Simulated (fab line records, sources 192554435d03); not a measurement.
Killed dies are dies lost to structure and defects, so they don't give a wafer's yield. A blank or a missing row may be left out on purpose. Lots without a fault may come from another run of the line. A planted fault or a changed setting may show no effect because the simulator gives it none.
Chamber matching | flow n5_finfet | N5_MOL_CONTACT_COAG_ETCHBACK_135 on rie_diel-06: 4 sister chambers
The step etches SiO2 in CHF3, target depth 25 nm, time 16.7 s. 16 wafers are shown with their chamber, then 7 later ones without.

WAFERS WITH THEIR CHAMBER
wafer  | chamber | throttle_valve_pct (%) | drypump_motor_current_A (A) | oes_product_au (a.u.)
L074.1 | 3       | 19.27                  | 4.9                         | 0.70
L074.2 | 2       | 18.48                  | 5.5                         | 0.84
L074.5 | 2       | 18.48                  | 5.6                         | 0.83
L085.3 | 2       | 18.51                  | 5.5                         | 0.81
L085.5 | 3       | 19.29                  | 4.9                         | 0.70
L086.2 | 1       | 18.91                  | 5.8                         | 0.77
L086.4 | 2       | 18.52                  | 5.5                         | 0.81
L086.6 | 1       | 18.94                  | 5.8                         | 0.77
L091.2 | 1       | 18.95                  | 5.8                         | 0.76
L091.4 | 1       | 18.95                  | 5.9                         | 0.76
L091.5 | 0       | 18.65                  | 5.7                         | 0.98
L093.1 | 1       | 18.96                  | 5.8                         | 0.74
L093.4 | 1       | 18.95                  | 5.8                         | 0.76
L093.5 | 0       | 18.65                  | 5.7                         | 0.96
L095.3 | 0       | 18.68                  | 5.7                         | 0.93
L095.4 | 1       | 18.95                  | 5.8                         | 0.75

SIGNATURES (means of the wafers above)
reading                 | chamber 0 | chamber 1 | chamber 2 | chamber 3 | scatter within a chamber
throttle_valve_pct      | 18.6600   | 18.9443   | 18.4975   | 19.2800   | 0.0174
drypump_motor_current_A | 5.700     | 5.814     | 5.525     | 4.900     | 0.0366
oes_product_au          | 0.9567    | 0.7586    | 0.8225    | 0.7000    | 0.0148
Rule: a wafer's distance from a chamber is the root of the sum, over the readings, of the square of ((its reading less the chamber's mean) divided by the reading's scatter). The wafer belongs to the nearest chamber; if the next one is less than 2 further off, it can't be placed. The scatter: the root of (the sum of the squares of (reading less its chamber's mean) over the shown wafers, divided by (wafers less chambers)).

WAFERS WITHOUT THEIR CHAMBER
wafer  | throttle_valve_pct (%) | drypump_motor_current_A (A) | oes_product_au (a.u.)
L095.6 | 18.66                  | 5.7                         | 0.94
L096.2 | 18.88                  | 4.9                         | 0.98
L096.4 | 18.55                  | 5.5                         | 0.78
L096.6 | 18.98                  | 5.8                         | 0.74
L097.1 | 18.57                  | 5.5                         | 0.78
L097.2 | 18.98                  | 5.8                         | 0.74
L097.6 | 18.89                  | 4.9                         | 0.99

WHICH CHAMBER EACH WENT THROUGH
wafer  | from the rows above | in truth
L095.6 | 0                   | 0
L096.2 | 0                   | 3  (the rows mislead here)
L096.4 | 2                   | 2
L096.6 | 1                   | 1
L097.1 | 2                   | 2
L097.2 | 1                   | 1
L097.6 | 0                   | 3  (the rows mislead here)
Placed correctly: 5 of 7. Can't be placed from these rows: 0. Placed wrongly: 2.
